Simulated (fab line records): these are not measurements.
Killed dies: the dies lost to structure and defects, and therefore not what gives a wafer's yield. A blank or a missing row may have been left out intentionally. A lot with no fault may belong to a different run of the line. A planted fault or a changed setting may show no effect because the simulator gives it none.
Comparing a struck lot with a sound one + flow nand-harc + 20 steps out of a route of 1302
Sound: wafers L543.2, L543.3, L543.6. Wafers L548.1, L548.2, L548.6 were the ones struck. At the end, the cause is stated.
At each step with rows: each side's tool, then ch and its chambers, then its first start. Under that, the readings that differ: sound wafers + struck wafers + difference of the means + sigmas: that difference in standard deviations of wafers without a fault.
alike: readings whose means differ by less than 2 such deviations, and words and numbers that are the same on both sides. not compared: withheld readings, readings that some wafer has no value for, bounds like >300 that may hide the same value, and numbers for which the record gives no deviation and whose values overlap.
Wherever a step has rows on one side only, a row that says differs or no value, or a row with sigmas, the two part there. Numbers that have no deviation but don't overlap get no sigmas and don't part them. Lack of a reading on every wafer of one side parts them only where that side has two or more wafers.

NHARC_P_ZERO_WELL_CD_MEAS_11: the cd target is 500 nm.
  sound on cd-sem-02 ch 0, day 3 23:14; struck on cd-sem-03 ch 0, day 6 01:14
  alike: cd-nm
then, 1 step without rows for these wafers: NHARC_P_ZERO_WELL_HARDBAKE_12 (time 65 s).
NHARC_P_ZERO_WELL_DESCUM_13: chemistry O2, time 3 s.
  sound on rie-diel-04 ch 1,3, day 3 23:24; struck on rie-diel-10 ch 1,2,3, day 6 01:24
  alike: drypump-motor-current-A, oes-product-au, rf-vpp-V, showerhead-plenum-p-Torr, throttle-valve-pct
  not compared: rf-hours-counter-h
NHARC_P_ZERO_WELL_ETCH_65: etches the open film in N2/H2, target depth 80 nm, overetch 24 nm, time 87.88 s.
  sound on rie-diel-04 ch 0,2, day 3 23:29; struck on rie-diel-10 ch 0,1,3, day 6 01:29
  alike: drypump-motor-current-A, oes-product-au, rf-vpp-V, showerhead-plenum-p-Torr, throttle-valve-pct
  not compared: rf-hours-counter-h
NHARC_P_ZERO_WELL_ETCH_62: etches the open film in CHF3/Ar, target depth 13 nm, time 6.5 s.
  sound on rie-diel-04 ch 0,1,3; struck on rie-diel-10 ch 0,3
  alike: drypump-motor-current-A, oes-product-au, rf-vpp-V, showerhead-plenum-p-Torr, throttle-valve-pct
  not compared: rf-hours-counter-h
NHARC_P_ZERO_WELL_ETCH_63: etches the open film in HBr/Cl2, target depth 120 nm, time 40.1 s.
  sound on rie-si-02 ch 0,2, day 3 23:46; struck on rie-si-05 ch 0,2,3, day 6 01:41
  alike: drypump-motor-current-A, oes-product-au, throttle-valve-pct
  not compared: rf-hours-counter-h
then, 6 steps without rows for these wafers: NHARC_P_ZERO_WELL_STRIP_15 (strips in SPM, time 900 s); NHARC_P_ZERO_WELL_DEHYDRATE_16 (time 120 s); NHARC_P_ZERO_WELL_HMDS_17 (time 30 s); NHARC_P_ZERO_WELL_COAT_18; NHARC_P_ZERO_WELL_SOFTBAKE_19 (time 95 s); NHARC_P_ZERO_WELL_EBR_20.
NHARC_P_ZERO_WELL_EXPOSE_21: exposes mask P NWELL, target cd 720 nm.
  sound on krf-scanner-04 ch 0, day 4 00:25; struck on krf-scanner-04 ch 0, day 6 02:18
| reading              | sound                | struck               | difference | sigmas |
|----------------------|----------------------|----------------------|------------|--------|
| exposure-dose-mJ-cm2 | 22.362 22.341 22.355 | 23.372 23.378 23.361 | +1.018     | +44    |
  alike: mask
then, 2 steps without rows for these wafers: NHARC_P_ZERO_WELL_PEB_22 (peb time 85 s); NHARC_P_ZERO_WELL_DEVELOP_23 (time 70 s).
NHARC_P_ZERO_WELL_CD_MEAS_24: the cd target is 720 nm.
  sound on cd-sem-02 ch 0, day 4 00:34; struck on cd-sem-02 ch 0, day 6 02:27
| reading    | sound             | struck            | difference | sigmas |
|------------|-------------------|-------------------|------------|--------|
| cd-nm (nm) | 720.9 720.2 717.7 | 727.8 727.5 728.1 | +8.2       | +4     |
then, 1 step without rows for these wafers: NHARC_P_ZERO_WELL_HARDBAKE_25 (time 80 s).
NHARC_P_ZERO_WELL_DESCUM_26: chemistry O2, time 3 s.
  sound on rie-diel-13 ch 0,1,2, day 4 00:50; struck on rie-diel-13 ch 1,2,3, day 6 02:37
| reading                      | sound             | struck          | difference | sigmas |
|------------------------------|-------------------|-----------------|------------|--------|
| model.P_ZERO_WELL.cd-nm (nm) | 719.1 719.9 717.3 | 728 727.1 728.4 | +9         |        |
  alike: drypump-motor-current-A, oes-product-au, rf-vpp-V, showerhead-plenum-p-Torr, throttle-valve-pct
  not compared: rf-hours-counter-h
following that, these wafers have no rows for 1 step: NHARC_P_ZERO_WELL_IMPLANT_27.
NHARC_END_SORT_01:
  the record has rows for the sound wafers here (prober-02 ch 0, day 25 19:24) and none for the struck ones

WHERE THEY PART
Last at NHARC_END_SORT_01 as far as this record goes, first at NHARC_P_ZERO_WELL_EXPOSE_21.

WHY: whatever the simulator had introduced
Process parameter drift: krf-scanner-04, from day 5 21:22 on, at NHARC_P_ZERO_WELL_EXPOSE_21. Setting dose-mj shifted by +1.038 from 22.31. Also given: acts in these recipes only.
